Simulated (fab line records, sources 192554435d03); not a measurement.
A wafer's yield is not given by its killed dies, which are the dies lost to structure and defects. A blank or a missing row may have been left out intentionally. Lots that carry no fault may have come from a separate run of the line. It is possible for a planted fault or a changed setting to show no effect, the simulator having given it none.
Split-lot study || flow n5_finfet || 21 wafers read across 7 lots, on a route 1938 steps long

SPLIT DETAILS
At N5_SDB_ETCH_17 (etches SiARC in CF4, target depth 23.4 nm, time 39 s), the setting bias_w was moved away from the recipe's 36 W on 9 of the 21 wafers read, by -13.5% to +8.3%. For the rest of the wafers, this setting stayed at what the recipe calls for.

The split's own step is where the reading is taken.

THE READING
rf_vpp_V, in V, at N5_SDB_ETCH_17 (etches SiARC in CF4, target depth 23.4 nm, time 39 s). Fault-free wafers of this fab line usually give 183.6 V, standard deviation 1 V.

{"wafer": "L075.1", "tool, chamber at the split": "rie_diel-02, 3", "bias_w as run, W": 36, "against the recipe": "recipe", "rf_vpp_V, V": 183.3, "against lot-mates on the recipe": "-"}
{"wafer": "L075.5", "tool, chamber at the split": "rie_diel-02, 0", "bias_w as run, W": 33.43, "against the recipe": "-7.1%", "rf_vpp_V, V": 174.8, "against lot-mates on the recipe": -8.5}
{"wafer": "L075.6", "tool, chamber at the split": "rie_diel-02, 2", "bias_w as run, W": 36, "against the recipe": "recipe", "rf_vpp_V, V": 183.3, "against lot-mates on the recipe": "-"}
{"wafer": "L076.1", "tool, chamber at the split": "rie_diel-06, 2", "bias_w as run, W": 38.97, "against the recipe": "+8.3%", "rf_vpp_V, V": 193.0, "against lot-mates on the recipe": "no lot-mate on the recipe"}
{"wafer": "L076.3", "tool, chamber at the split": "rie_diel-06, 3", "bias_w as run, W": 38.97, "against the recipe": "+8.3%", "rf_vpp_V, V": 195.2, "against lot-mates on the recipe": "no lot-mate on the recipe"}
{"wafer": "L076.6", "tool, chamber at the split": "rie_diel-06, 0", "bias_w as run, W": 38.97, "against the recipe": "+8.3%", "rf_vpp_V, V": 194.4, "against lot-mates on the recipe": "no lot-mate on the recipe"}
{"wafer": "L078.4", "tool, chamber at the split": "rie_diel-05, 0", "bias_w as run, W": 31.15, "against the recipe": "-13.5%", "rf_vpp_V, V": 167.2, "against lot-mates on the recipe": -15.0}
{"wafer": "L078.5", "tool, chamber at the split": "rie_diel-05, 2", "bias_w as run, W": 31.15, "against the recipe": "-13.5%", "rf_vpp_V, V": 167.0, "against lot-mates on the recipe": -15.2}
{"wafer": "L078.6", "tool, chamber at the split": "rie_diel-05, 1", "bias_w as run, W": 36, "against the recipe": "recipe", "rf_vpp_V, V": 182.2, "against lot-mates on the recipe": "-"}
{"wafer": "L081.2", "tool, chamber at the split": "rie_diel-05, 3", "bias_w as run, W": 36, "against the recipe": "recipe", "rf_vpp_V, V": 184.0, "against lot-mates on the recipe": "-"}
{"wafer": "L081.4", "tool, chamber at the split": "rie_diel-05, 1", "bias_w as run, W": 36, "against the recipe": "recipe", "rf_vpp_V, V": 183.2, "against lot-mates on the recipe": "-"}
{"wafer": "L081.5", "tool, chamber at the split": "rie_diel-05, 3", "bias_w as run, W": 36, "against the recipe": "recipe", "rf_vpp_V, V": 184.6, "against lot-mates on the recipe": "-"}
{"wafer": "L085.1", "tool, chamber at the split": "rie_diel-05, 0", "bias_w as run, W": 33.24, "against the recipe": "-7.7%", "rf_vpp_V, V": 174.3, "against lot-mates on the recipe": -9.3}
{"wafer": "L085.3", "tool, chamber at the split": "rie_diel-05, 3", "bias_w as run, W": 36, "against the recipe": "recipe", "rf_vpp_V, V": 184.0, "against lot-mates on the recipe": "-"}
{"wafer": "L085.5", "tool, chamber at the split": "rie_diel-05, 1", "bias_w as run, W": 36, "against the recipe": "recipe", "rf_vpp_V, V": 183.3, "against lot-mates on the recipe": "-"}
{"wafer": "L090.1", "tool, chamber at the split": "rie_diel-02, 2", "bias_w as run, W": 36, "against the recipe": "recipe", "rf_vpp_V, V": 184.2, "against lot-mates on the recipe": "-"}
{"wafer": "L090.4", "tool, chamber at the split": "rie_diel-02, 0", "bias_w as run, W": 36, "against the recipe": "recipe", "rf_vpp_V, V": 184.2, "against lot-mates on the recipe": "-"}
{"wafer": "L090.5", "tool, chamber at the split": "rie_diel-02, 3", "bias_w as run, W": 36, "against the recipe": "recipe", "rf_vpp_V, V": 183.9, "against lot-mates on the recipe": "-"}
{"wafer": "L095.1", "tool, chamber at the split": "rie_diel-06, 3", "bias_w as run, W": 32.67, "against the recipe": "-9.2%", "rf_vpp_V, V": 175.1, "against lot-mates on the recipe": -6.4}
{"wafer": "L095.2", "tool, chamber at the split": "rie_diel-06, 2", "bias_w as run, W": 32.67, "against the recipe": "-9.2%", "rf_vpp_V, V": 172.2, "against lot-mates on the recipe": -9.3}
{"wafer": "L095.3", "tool, chamber at the split": "rie_diel-06, 0", "bias_w as run, W": 36, "against the recipe": "recipe", "rf_vpp_V, V": 181.5, "against lot-mates on the recipe": "-"}

FIT RESULTS
A straight line over all 21 wafers: rf_vpp_V changes by +1.21 V for each +1% of bias_w; r = +0.99; the points scatter about the line by 1 V.
The same after taking each lot's own level away (the mean of its wafers on the recipe; 18 wafers): +1.07 V for each +1%; r = +0.98; scatter 1 V.
The reading moves by 14 V for the largest change in bias_w, on that fit.
Measured against the standard deviation above, the lots' own levels, which go from 181.50 to 184.10 V, span 2.6 times it.
So the lot-to-lot level changes the slope: the two fits differ.
Check: -14.1 V against its lot-mates is what the line predicts for one of the wafers moved furthest among these (-13.5%) when that wafer is left out of the fit. Against them it came out at -15 V.
Tool readings at the split's step, against how far the setting was moved: rf_vpp_V r = +0.99.

OTHER SPLITS APPLIED TO THESE WAFERS
Note: prior to the reading, these wafers also went through further splits. Each is held against what the fit with the lots' levels taken away leaves over:
{"other split on the same wafers": "N5_WELL_APT_COAT_19 spin_rpm", "wafers away from the commonest value": 7, "r with rf_vpp_V (lot level and that fit taken away)": "+0.07"}
{"other split on the same wafers": "N5_WELL_APT_EXPOSE_22 dose_mj", "wafers away from the commonest value": 11, "r with rf_vpp_V (lot level and that fit taken away)": "+0.09"}
{"other split on the same wafers": "N5_PMOS_HMC_CHANNEL_EPI_COAT_31 spin_rpm", "wafers away from the commonest value": 7, "r with rf_vpp_V (lot level and that fit taken away)": "+0.01"}
{"other split on the same wafers": "N5_PMOS_HMC_CHANNEL_EPI_PEB_07 peb_temp_c", "wafers away from the commonest value": 8, "r with rf_vpp_V (lot level and that fit taken away)": -0.43}
{"other split on the same wafers": "N5_SD_EPI_P_EPI_21 time_s", "wafers away from the commonest value": 8, "r with rf_vpp_V (lot level and that fit taken away)": -0.46}
{"other split on the same wafers": "N5_SDB_EXPOSE_08 dose_mj", "wafers away from the commonest value": 6, "r with rf_vpp_V (lot level and that fit taken away)": -0.20}

THE FILE'S OWN FIT
rf_vpp_V changes by +1.09 V for each +1% of bias_w, r = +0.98.
